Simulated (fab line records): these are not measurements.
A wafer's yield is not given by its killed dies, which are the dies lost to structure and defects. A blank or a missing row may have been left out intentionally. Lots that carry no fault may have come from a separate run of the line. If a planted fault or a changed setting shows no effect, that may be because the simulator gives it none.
fab line records    flow n5-finfet
record: lots: 5  wafers: 15  last-day: 16
route steps=1938 shown BEOL_M3@979 BEOL_M4@1111 PASSIVATION@1936
lots with no fault: from the same line, run without faults
start-h: start of the lot's first displayed wafer, in hours after the record's first day    wait-h: time in hours since the lot's previous step    " as in the row above    L1.1+2: one row covering several wafers at once    - no value present, or no start provided    * or withheld: withheld    < > ~ a bound
route shown NAME@n: NAME is a module with steps in the file, n the number in the route of the first one    usual: the fault-free wafers' mean and standard deviation    same: alike in all rows    chamber/n: place in a boat    sites: each site's reading    _std_site: the standard deviation of these    _edge_site: outer sites' mean less inner sites'    radius-mm: for every site, how far away it sits from the centre of the wafer    mask NAME#n: copy n    behind: the tool/chamber that last shaped the wafer    hold: the reason the lot was held/the length of the hold in hours/how it ended    device: whichever transistor did not switch (one of n, p or np)    end of line: at the end of the route, the tests of the same wafers    a step without rows: its recipe alone    killed: dies lost to structure and defects at the first sort, not the wafer's yield    map: the dies of a wafer, with x for killed, . for not killed, _ for no die there
set.NAME: the run value of the setting; set.NAME@STEP: its run value at that earlier step    model.NAME: the simulator's own value behind a step, which no gauge read
certain route steps with their lots: each step a table, each wafer a row
== steps ==
step: N5_BEOL_M3_STRIP_36
recipe: chemistry: N2/H2  power-w: 450  temp-c: 40  pressure-mtorr: 20  rf-frequency-hz: 6e+07  overash-fraction: 0.3  bias-power-w: 7  h2-frac: 0.5  n2-flow-sccm: 200  h2-flow-sccm: 200
step: N5_BEOL_M3_TRENCH_ETCH_37
recipe: chemistry: C4F6/O2  target-depth-a: 555.55  target: SiOC  time-s: 29.2  ion-energy-ev: 250  pressure-mtorr: 30  source-w: 355  bias-w: 185  Ar_flow_sccm: 300  C4F6_flow_sccm: 10  O2_flow_sccm: 10
step: N5_BEOL_M3_ETCH_41
recipe: chemistry: CH3F/O2  target: SiCN  target-depth-a: 299  taper-deg: 2  time-s: 52.5  ion-energy-ev: 120  mask-material: TiN  pressure-mtorr: 30  source-w: 395  bias-w: 75  Ar_flow_sccm: 150  CH3F_flow_sccm: 30  O2_flow_sccm: 20
step: N5_BEOL_M3_STRIP_97
recipe: chemistry: N2/H2  time-s: 10  power-w: 450  temp-c: 40  pressure-mtorr: 20  rf-frequency-hz: 6e+07  bias-power-w: 7  n2-flow-sccm: 200  h2-flow-sccm: 200
step: N5_BEOL_M3_HM_STRIP_39
recipe: chemistry: peroxide-tin-strip  material: TiN  target-depth-a: 250  temp-c: 50  time-s: 158
step: N5_BEOL_M3_SRD_40
recipe: time-s: 30  temp-c: 23  rinse-liquid: diw  dry: ipa-marangoni
step: N5_BEOL_M3_PRECLEAN_42
recipe: chemistry: residue-remover  time-s: 60  temp-c: 40
step: N5_BEOL_M3_SRD_43
recipe: time-s: 30  temp-c: 23  rinse-liquid: diw  dry: ipa-marangoni
step: N5_BEOL_M3_DEGAS_44
recipe: ambient: vacuum  temp-c: 250  time-s: 60
step: N5_BEOL_M3_PRE_CLEAN_45
recipe: gas: H2/He  time-s: 30  temp-c: 250
step: N5_BEOL_M3_ALD_84
recipe: material: TaN  target-thk-a: *  temp-c: 275  ald-precursor-family: PDMAT  ald-co-reactant: NH3  pressure-torr: 3  carrier-flow-sccm: 1500  pulse-time-s: 2  purge-time-s: 3  co-reactant-purge-time-s: 2  co-reactant-pulse-time-s: 3  ald-cycles: 30  precursor-vessel-temp-c: 75  precursor-vessel-pressure-torr: 26.25  precursor-vessel-carrier-sccm: 1000
usual: ald-cycles: 30/0  chamber-pressure-Torr: 2.999/0.0061  heater-power-w: 414/33  precursor-vessel-carrier-sccm: 1000/3.1
lot.wafer  tool          chamber  start-h  wait-h  ald-cycles  chamber-pressure-Torr  heater-power-w  precursor-vessel-carrier-sccm  since-wet-clean-h  model.TaN_of_BEOL_M3_ALD_84.thk-nm
L890.2     ald-metal-01  2        229.55   0.1     30          2.995                  397             992                            6046               *
L890.3     "             3        "        "       30          2.991                  383             999                            6046               *
L890.6     "             0        "        "       30          2.992                  471             1003                           -                  *
L891.1     ald-metal-01  2        236.61   0.0     30          2.994                  392             1000                           6053               *
L891.3     "             0        "        "       30          3.002                  470             1000                           6053               *
L891.4     "             3        "        "       54          2.999                  379             1001                           6053               *
L892.1     ald-metal-01  0        237.00   0.0     30          2.996                  484             1002                           6054               *
L892.2     "             2        "        "       30          3.000                  393             998                            6054               *
L892.5     "             1        "        "       54          2.998                  383             992                            -                  *
L894.1     ald-metal-01  2        254.46   0.1     30          3.000                  394             1007                           6071               *
L894.3     "             3        "        "       30          2.996                  385             1004                           6071               *
L894.5     "             3        "        "       54          2.993                  378             1000                           -                  *
L896.1     ald-metal-04  2        263.20   0.1     30          3.001                  410             999                            4541               *
L896.3     "             3        "        "       30          3.003                  492             997                            4541               *
L896.5     "             2        "        "       30          2.991                  425             997                            -                  *
step: N5_BEOL_M3_SURFACE_TREAT_85
recipe: gas: Ar  time-s: *  ion-energy-ev: *  ion-current-ma-cm2: 0.5  pressure-mtorr: *  ar-flow-sccm: 30
step: N5_BEOL_M3_CVD_47
recipe: material: Co  target-thk-a: 30  temp-c: withheld  precursor: CCTBA/H2  pressure-torr: 30  time-s: 223.8
step: N5_BEOL_M3_SPUTTER_48
recipe: material: Cu  target-thk-a: 45  temp-c: -20  chamber-pressure-pa: 0.07  power-w: withheld  time-s: 8.29
step: N5_BEOL_M3_ANNEAL_49
recipe: temp-c: 400  time-s: 240  ambient: vacuum
step: N5_BEOL_M3_SPUTTER_79
recipe: material: Cu  target-thk-a: 45  temp-c: -20  chamber-pressure-pa: 0.07  power-w: withheld  time-s: 8.29
step: N5_BEOL_M3_ANNEAL_80
recipe: temp-c: 400  time-s: 240  ambient: vacuum
step: N5_BEOL_M3_SPUTTER_81
recipe: material: Cu  target-thk-a: 45  temp-c: -20  chamber-pressure-pa: 0.07  power-w: withheld  time-s: 8.29
step: N5_BEOL_M3_ANNEAL_82
recipe: temp-c: 400  time-s: 240  ambient: vacuum
step: N5_BEOL_M3_SPUTTER_86
recipe: material: Cu  target-thk-a: 45  temp-c: -20  chamber-pressure-pa: 0.07  power-w: withheld  time-s: 8.29
step: N5_BEOL_M3_ANNEAL_87
recipe: temp-c: 400  time-s: 240  ambient: vacuum
step: N5_BEOL_M3_SPUTTER_88
recipe: material: Cu  target-thk-a: 45  temp-c: -20  chamber-pressure-pa: 0.07  power-w: withheld  time-s: 8.29
step: N5_BEOL_M3_ANNEAL_89
recipe: temp-c: 400  time-s: 240  ambient: vacuum
step: N5_BEOL_M3_SPUTTER_90
recipe: material: Cu  target-thk-a: 45  temp-c: -20  chamber-pressure-pa: 0.07  power-w: withheld  time-s: 8.29
step: N5_BEOL_M3_ANNEAL_91
recipe: temp-c: 400  time-s: 240  ambient: vacuum
step: N5_BEOL_M3_SPUTTER_92
recipe: material: Cu  target-thk-a: 45  temp-c: -20  chamber-pressure-pa: 0.07  power-w: withheld  time-s: 8.29
step: N5_BEOL_M3_ANNEAL_93
recipe: temp-c: 400  time-s: 240  ambient: vacuum
step: N5_BEOL_M3_SPUTTER_94
recipe: material: Cu  target-thk-a: 45  temp-c: -20  chamber-pressure-pa: 0.07  power-w: withheld  time-s: 8.29
step: N5_BEOL_M3_ANNEAL_95
recipe: temp-c: 400  time-s: 240  ambient: vacuum
step: N5_BEOL_M3_SPUTTER_96
recipe: material: Cu  target-thk-a: 45  temp-c: -20  chamber-pressure-pa: 0.07  power-w: withheld  time-s: 8.29
step: N5_BEOL_M3_ECD_50
recipe: material: Cu  target-thk-a: 3000
step: N5_BEOL_M3_ANNEAL_51
recipe: temp-c: 225  time-s: 90  ambient: N2
step: N5_BEOL_M3_CMP_52
recipe: stop-on: SiOC  t-overpolish-s: 6.8  down-force-psi: 1  platen-rpm: 50  clearing-platen-down-force-psi: 1.5  clearing-platen-rpm: 50  post-cmp-clean: cu-alkaline  target-thk-nm: 40  clearing-platen-pad-velocity-m-s: 0.99484  pad-velocity-m-s: 0.99484
step: N5_BEOL_M3_PRE_CLEAN_60
recipe: gas: NH3/H2  time-s: 15  temp-c: *  rf-power-w: 300
step: N5_BEOL_M3_CO_CAP_55
recipe: material: Co  target-thk-a: 20  temp-c: 200  precursor: CCTBA/H2  pressure-torr: 30  time-s: 102.1
step: N5_BEOL_M3_PRE_CLEAN_56
recipe: gas: NH3  time-s: 15  temp-c: withheld  rf-power-w: 300
step: N5_BEOL_M3_DEP_57
recipe: material: SiCN  target-thk-a: 80  temp-c: withheld  precursor: 3MS/NH3  pressure-torr: 3  rf-w: 202  time-s: 14
step: N5_BEOL_M4_RC_MEAS_101
usual: CHAIN_V2: 230/9.3  CHAIN_V2_max_site: 238/10  DIBL_N: 36.5/1.8  DIBL_P: 36.5/2.1  IOFF_N: 0.17/0.031  IOFF_P: 0.22/0.036  ION_N: 677/11  ION_P: 463/8  SERP_M3: 193/14  SERP_M3_max_site: 204/16  SS_N: 71.6/0.61  SS_P: 73.3/0.63  VT_N: 249/3.1  VT_P: -250/3.3
lot.wafer  tool       chamber  start-h  wait-h  CHAIN_V2[ohm/link]  CHAIN_V2_max_site[ohm/link]  DIBL_N[mV/V]  DIBL_P[mV/V]  IOFF_N[nA/um]  IOFF_P[nA/um]  ION_N[uA/um]  ION_P[uA/um]  SERP_M3[ohm/um]  SERP_M3_max_site[ohm/um]  SS_N[mV/dec]  SS_P[mV/dec]  VT_N[mV]  VT_P[mV]
L890.2     prober-01  0        243.56   0.2     238                 245                          34.8          32.6          0.13           0.19           643           445           198              210                       71.8          71.8          253       -253
L890.3     "          0        "        "       230                 241                          37.3          36.7          0.19           0.25           686           467           192              205                       72.4          73.6          246       -248
L890.6     "          0        "        "       224                 235                          36.0          34.3          0.15           0.21           669           458           176              191                       71.9          73.1          251       -251
L891.1     prober-02  0        247.44   0.0     230                 240                          38.2          39.1          0.18           0.22           683           463           209              218                       71.7          74.0          247       -251
L891.3     "          0        "        "       222                 225                          36.5          37.7          0.17           0.20           686           466           184              188                       71.3          72.8          247       -253
L891.4     "          0        "        "       400                 411                          37.4          38.5          0.19           0.22           699           468           251              267                       71.8          74.9          246       -252
L892.1     prober-01  0        252.62   0.0     219                 229                          36.0          36.4          0.15           0.22           666           460           191              200                       71.2          73.4          252       -247
L892.2     "          0        "        "       239                 245                          36.3          36.3          0.17           0.22           682           470           199              205                       72.2          73.4          247       -248
L892.5     "          0        "        "       417                 426                          35.3          34.5          0.14           0.19           659           458           269              280                       71.3          72.6          250       -250
L894.1     prober-01  0        271.46   0.0     218                 228                          39.1          40.1          0.22           0.27           694           472           184              197                       72.0          74.2          244       -249
L894.3     "          0        "        "       235                 249                          36.1          36.4          0.15           0.20           671           461           216              236                       71.2          72.8          250       -251
L894.5     "          0        "        "       452                 474                          37.0          36.9          0.16           0.21           677           463           291              305                       71.9          72.8          251       -249
L896.1     prober-02  0        277.34   0.0     210                 224                          40.0          39.8          0.21           0.25           674           458           159              170                       72.4          74.4          246       -246
L896.3     "          0        "        "       229                 241                          36.5          34.6          0.13           0.19           649           454           186              194                       71.9          72.9          254       -251
L896.5     "          0        "        "       222                 232                          38.7          38.6          0.17           0.23           680           468           175              190                       72.4          73.4          249       -248
sites CHAIN_V2 radius-mm=0,75,75,75,75,140,140,140,140
L890.2 239 245 245 238 245 229 237 226 235
L891.1 230 235 230 230 240 221 221 216 232
L892.1 217 221 229 226 229 218 216 219 210
L894.1 218 225 223 228 223 215 208 211 212
L896.1 213 224 210 215 211 203 201 196 201
sites SERP_M3 radius-mm=0,75,75,75,75,140,140,140,140
L890.2 207 208 210 198 205 186 197 186 195
L891.1 206 215 211 209 218 200 200 185 210
L892.1 191 187 200 199 196 188 181 194 180
L894.1 184 188 188 197 188 179 174 174 173
L896.1 161 170 162 160 159 159 154 152 153
step: N5_PASSIVATION_PROBE_49
usual: defect-limited-yield: 91.4/1.5  killed_at_M0_to_M3: 35/11  killed_at_M4_up: 16/7  killed-at-contacts: 11/5.3  killed-at-front-end: 37/11  killed-at-other: 3.1/2.8  killed-dies: 102/18  killed-open: 69/15  killed-short: 31/7.8  sort_bin_5_function: 5.1/1.1  sort_bin_6_memory: 3.2/0.69  sort_bin_8_speed: 0.00/0.016  sort-n-pass: 1078/18
same: gross-dies: 1180  killed-at-back-side: 0  sort_bin_4_leakage[%]: 0
lot.wafer  tool       chamber  start-h  wait-h  defect-limited-yield[%]  killed_at_M0_to_M3  killed_at_M4_up  killed-at-contacts  killed-at-front-end  killed-at-other  killed-dies  killed-open  killed-short  sort_bin_5_function[%]  sort_bin_6_memory[%]  sort_bin_8_speed[%]  sort-n-pass
L891.1     prober-02  -        350.79   0.0     90.0                     55                  24               5                   31                   3                118          90           28            5.9                     3.7                   0                    1062
L891.3     prober-02  -        350.89   0.1     90.3                     45                  22               14                  30                   3                114          82           30            5.6                     3.9                   0                    1066
L891.4     prober-02  -        350.94   0.2     91.4                     37                  26               13                  22                   3                101          67           33            4.7                     3.6                   0.08                 1079
L890.2     prober-02  -        352.69   0.1     91.0                     42                  11               13                  37                   3                106          84           22            5.5                     3.4                   0.17                 1072
L890.3     prober-02  -        352.74   0.1     89.2                     51                  9                11                  54                   2                127          100          27            6.3                     4.4                   0                    1053
L890.6     prober-02  -        352.89   0.3     89.8                     45                  17               9                   47                   2                120          79           34            6.4                     3.5                   0                    1060
L892.1     prober-01  -        356.60   0.0     90.5                     35                  18               6                   51                   2                112          81           29            4.9                     4.0                   0.08                 1068
L892.2     prober-01  -        356.65   0.1     89.1                     45                  14               2                   59                   9                129          83           46            7.7                     3.0                   0                    1051
L892.5     prober-01  -        356.80   0.2     90.8                     31                  13               9                   50                   5                108          72           35            5.3                     3.6                   0                    1072
L894.1     prober-02  -        380.65   0.0     92.4                     34                  17               1                   31                   7                90           62           25            4.7                     2.5                   0                    1090
L894.3     prober-02  -        380.75   0.1     90.3                     41                  13               4                   44                   12               114          75           38            5.7                     3.5                   0                    1066
L894.5     prober-02  -        380.85   0.2     93.1                     39                  12               6                   19                   5                81           50           28            4.2                     2.2                   0.25                 1099
L896.1     prober-01  -        390.78   0.0     92.7                     29                  19               4                   34                   0                86           57           29            4.2                     3.0                   0                    1094
L896.3     prober-01  -        390.88   0.1     93.4                     39                  11               1                   25                   2                78           50           27            4.3                     1.9                   0                    1102
L896.5     prober-01  -        390.98   0.2     92.5                     41                  2                7                   34                   5                89           58           28            3.8                     3.3                   0                    1091
killed by level:class
L891.1 BEOL_M1:geometric-particle:open=21 BEOL_M4:geometric-particle:open=16 BEOL_M3:geometric-particle:open=14 STI_FIN_REVEAL:geometric-particle:open=8 BEOL_M0_SAQP:geometric-particle:short=6 FIN_SAQP:geometric-particle:short=5 BEOL_M0_SAQP:geometric-particle:open=5 DUMMY_GATE:geometric-particle:open=4
L891.3 BEOL_M4:geometric-particle:open=13 BEOL_M2:geometric-particle:open=11 MOL_CONTACT_COAG:geometric-particle:open=10 FIN_SAQP:geometric-particle:open=9 BEOL_M0_SAQP:geometric-particle:short=8 BEOL_M1:geometric-particle:open=8 BEOL_M3:geometric-particle:open=7 BEOL_M0_SAQP:geometric-particle:open=5
L891.4 BEOL_M4:geometric-particle:open=13 MOL_CONTACT_COAG:geometric-particle:open=11 FIN_SAQP:geometric-particle:short=7 BEOL_M1:geometric-particle:open=7 BEOL_M3:geometric-particle:open=7 BEOL_M0_SAQP:geometric-particle:short=6 BEOL_M0_SAQP:geometric-particle:open=5 BEOL_M5:geometric-particle:open=5
L890.2 MOL_CONTACT_COAG:geometric-particle:open=13 BEOL_M2:geometric-particle:open=12 STI_FIN_REVEAL:geometric-particle:open=11 BEOL_M1:geometric-particle:open=10 BEOL_M3:geometric-particle:open=6 FIN_SAQP:geometric-particle:short=5 BEOL_M0_SAQP:geometric-particle:open=5 FIN_SAQP:geometric-particle:open=4
L890.3 BEOL_M3:geometric-particle:open=21 STI_FIN_REVEAL:geometric-particle:open=12 BEOL_M0_SAQP:geometric-particle:open=10 MOL_CONTACT_COAG:geometric-particle:open=10 DUMMY_GATE:geometric-particle:open=9 FIN_SAQP:geometric-particle:short=8 BEOL_M2:geometric-particle:open=7 BEOL_M0_SAQP:geometric-particle:short=6
L890.6 STI_FIN_REVEAL:geometric-particle:open=17 BEOL_M3:geometric-particle:open=13 BEOL_M2:geometric-particle:open=11 MOL_CONTACT_COAG:geometric-particle:open=7 BEOL_M0_SAQP:geometric-particle:short=7 BEOL_M4:geometric-particle:open=6 STI_FIN_REVEAL:geometric-particle:short=5 ILD0:geometric-particle:open=5
L892.1 FIN_SAQP:geometric-particle:open=14 FIN_SAQP:geometric-particle:short=12 BEOL_M3:geometric-particle:open=9 BEOL_M1:geometric-particle:open=9 BEOL_M2:geometric-particle:open=8 BEOL_M4:geometric-particle:open=8 STI_FIN_REVEAL:geometric-particle:open=6 GATE_CUT:geometric-particle:open=5
L892.2 FIN_SAQP:geometric-particle:open=18 FIN_SAQP:geometric-particle:short=14 BEOL_M0_SAQP:geometric-particle:short=11 BEOL_M0_SAQP:geometric-particle:open=11 STI_FIN_REVEAL:geometric-particle:open=7 DUMMY_GATE:geometric-particle:open=5 BEOL_M2:geometric-particle:open=5 BEOL_M3:geometric-particle:open=5
L892.5 FIN_SAQP:geometric-particle:open=16 FIN_SAQP:geometric-particle:short=11 BEOL_M2:geometric-particle:open=8 BEOL_M1:geometric-particle:open=7 MOL_CONTACT_COAG:geometric-particle:open=6 BEOL_M0_SAQP:geometric-particle:short=6 GATE_CUT:geometric-particle:open=5 BEOL_M4:geometric-particle:open=5
L894.1 STI_FIN_REVEAL:geometric-particle:open=11 BEOL_M4:geometric-particle:open=8 BEOL_M0:geometric-particle:open=7 BEOL_M0_SAQP:geometric-particle:open=6 BEOL_M3:geometric-particle:open=6 BEOL_M2:geometric-particle:open=5 FIN_SAQP:geometric-particle:open=4 BEOL_M0_SAQP:geometric-particle:short=4
L894.3 FIN_SAQP:geometric-particle:short=14 BEOL_M3:geometric-particle:open=14 BEOL_M2:geometric-particle:open=11 FIN_SAQP:geometric-particle:open=10 STI_FIN_REVEAL:geometric-particle:open=6 MIM_TOP:geometric-particle:short=5 BEOL_M4:geometric-particle:open=5 MOL_CONTACT_COAG:geometric-particle:open=4
L894.5 BEOL_M2:geometric-particle:open=12 BEOL_M2:geometric-particle:short=10 BEOL_M3:geometric-particle:open=8 BEOL_M4:geometric-particle:open=8 FIN_SAQP:geometric-particle:short=4 MOL_CONTACT_COAG:geometric-particle:open=4 STARTING-WAFER:geometric-particle:short=4 FIN_SAQP:geometric-particle:open=3
L896.1 STI_FIN_REVEAL:geometric-particle:open=13 BEOL_M2:geometric-particle:open=10 FIN_SAQP:geometric-particle:short=8 BEOL_M3:geometric-particle:open=7 BEOL_M4:geometric-particle:open=7 BEOL_M0_SAQP:geometric-particle:short=5 BEOL_M0_SAQP:geometric-particle:open=3 BEOL_M4:geometric-particle:short=3
L896.3 BEOL_M0_SAQP:geometric-particle:short=15 STI_FIN_REVEAL:geometric-particle:open=10 BEOL_M0_SAQP:geometric-particle:open=8 BEOL_M2:geometric-particle:open=6 BEOL_M3:geometric-particle:open=5 FIN_SAQP:geometric-particle:short=3 BEOL_M4:geometric-particle:open=3 BEOL_M7:geometric-particle:open=3
L896.5 BEOL_M2:geometric-particle:open=9 BEOL_M0_SAQP:geometric-particle:short=8 STI_FIN_REVEAL:geometric-particle:open=7 BEOL_M3:geometric-particle:open=7 FIN_SAQP:geometric-particle:open=6 MOL_CONTACT_COAG:geometric-particle:open=6 BEOL_M0_SAQP:geometric-particle:open=6 DUMMY_GATE:geometric-particle:open=4
== key ==
first-sign: step: N5_BEOL_M3_ALD_84  reading: ald-cycles  direction: up  sigmas: 99+  usual: *  struck: *
effect: step: N5_BEOL_M4_RC_MEAS_101  reading: CHAIN_V2  direction: up  sigmas: 21  usual: 230  struck: 423
effect: step: N5_BEOL_M4_RC_MEAS_101  reading: SERP_M3  direction: up  sigmas: 5.5  usual: 193  struck: 270
effect: step: N5_BEOL_M4_RC_MEAS_101  reading: CHAIN_V2_max_site  direction: up  sigmas: 20  usual: 238  struck: 437
effect: step: N5_BEOL_M4_RC_MEAS_101  reading: SERP_M3_max_site  direction: up  sigmas: 5.1  usual: 204  struck: 284
model-effect: step: N5_BEOL_M3_ALD_84  value: TaN_of_BEOL_M3_ALD_84.thk-nm  without: *  struck: *
met-at N5_BEOL_M3_ALD_84
struck-wafers L891.4,L892.5,L894.5
fault: kind: process-parameter-drift  tool: ald-metal-01  chamber: -  onset-h: 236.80  steps: N5_BEOL_M3_ALD_84  channel: ald-cycles  offset: *  shape: step  end-h: 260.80  scope: struck-wafers-only  acts-in: *  stated: *
